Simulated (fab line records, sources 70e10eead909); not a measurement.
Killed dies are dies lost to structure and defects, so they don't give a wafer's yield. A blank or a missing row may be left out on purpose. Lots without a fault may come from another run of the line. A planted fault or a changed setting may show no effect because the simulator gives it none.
Which tool did it? | flow nand_harc | 6 lots, 17 wafers sampled, at 5 steps of a route of 1302

WHAT THE GAUGES READ, wafer by wafer
NHARC_END_SORT_01.
lot  | measured     | on        | killed_at_array
L796 | day 32 04:59 | prober-01 | 152 183

WHICH TOOL RAN EACH LOT (tool, then ch and the chambers of the sampled wafers, then the start)
lot  | NHARC_A_STAIRCASE_ETCH_201                    | NHARC_A_STAIRCASE_DESCUM_219       | NHARC_A_STAIRCASE_TRIM_220         | NHARC_A_STAIRCASE_ETCH_230
L778 | rie_diel-05 ch 2,3, day 16 04:02 or earlier   | rie_diel-13 ch 0,2,3, day 16 04:02 | rie_diel-13 ch 0,2,3, day 16 04:08 | rie_diel-13 ch 1,2, no start
L783 | rie_diel-08 ch 1,2,3, day 18 05:23 or earlier | rie_diel-13 ch 1,2, day 18 05:23   | rie_diel-13 ch 1,3, day 18 05:29   | rie_diel-08 ch 0,2, no start
L784 | rie_diel-13 ch 1,2,3, day 18 06:09 or earlier | rie_diel-13 ch 0,1,2, day 18 06:09 | rie_diel-13 ch 1,2,3, day 18 06:16 | rie_diel-08 ch 0,2,3, no start
L787 | rie_diel-08 ch 0,1, day 19 11:07 or earlier   | rie_diel-08 ch 1,2,3, day 19 11:07 | rie_diel-08 ch 0,2,3, day 19 11:11 | rie_diel-13 ch 1,2,3, no start
L790 | rie_diel-08 ch 0,1, day 21 03:57 or earlier   | rie_diel-13 ch 0,2,3, day 21 03:57 | rie_diel-13 ch 1,3, day 21 04:02   | rie_diel-08 ch 1,3, no start
L796 | rie_diel-13 ch 1,2, day 24 01:12 or earlier   | rie_diel-13 ch 2,3, day 24 01:12   | rie_diel-13 ch 1, day 24 01:17     | rie_diel-05 ch 1,2, day 32 04:59 or earlier
- NHARC_A_STAIRCASE_ETCH_201: etches the open film in C4F8/O2, target depth 100 nm, time 40.5 s.
- NHARC_A_STAIRCASE_DESCUM_219: chemistry O2, time 3 s.
- NHARC_A_STAIRCASE_TRIM_220: chemistry O2, time 211.2 s.
- NHARC_A_STAIRCASE_ETCH_230: etches the open film in C4F8/O2, target depth 100 nm, time 40.5 s.

THE ANSWER, worked out from the rows above alone
Rule: what is usual is taken from the lots themselves. Put in order of their means at a reading, lots are off if they are a third of the lots or fewer, leave a main group of 4 or more, and stand apart from it by a gap of 3 or more times the standard deviation of the main group's means; of several such gaps the widest counts. A main group whose means are all the same, to the digits that the tables above print for the reading, isn't used. A lot without any number at a reading at which 4 lots or more have one is off too. The other lots that the step has rows for count as sound.
No lot is off at any reading shown: from this, nothing can be told.

WHAT THE SIMULATOR HAD PUT IN
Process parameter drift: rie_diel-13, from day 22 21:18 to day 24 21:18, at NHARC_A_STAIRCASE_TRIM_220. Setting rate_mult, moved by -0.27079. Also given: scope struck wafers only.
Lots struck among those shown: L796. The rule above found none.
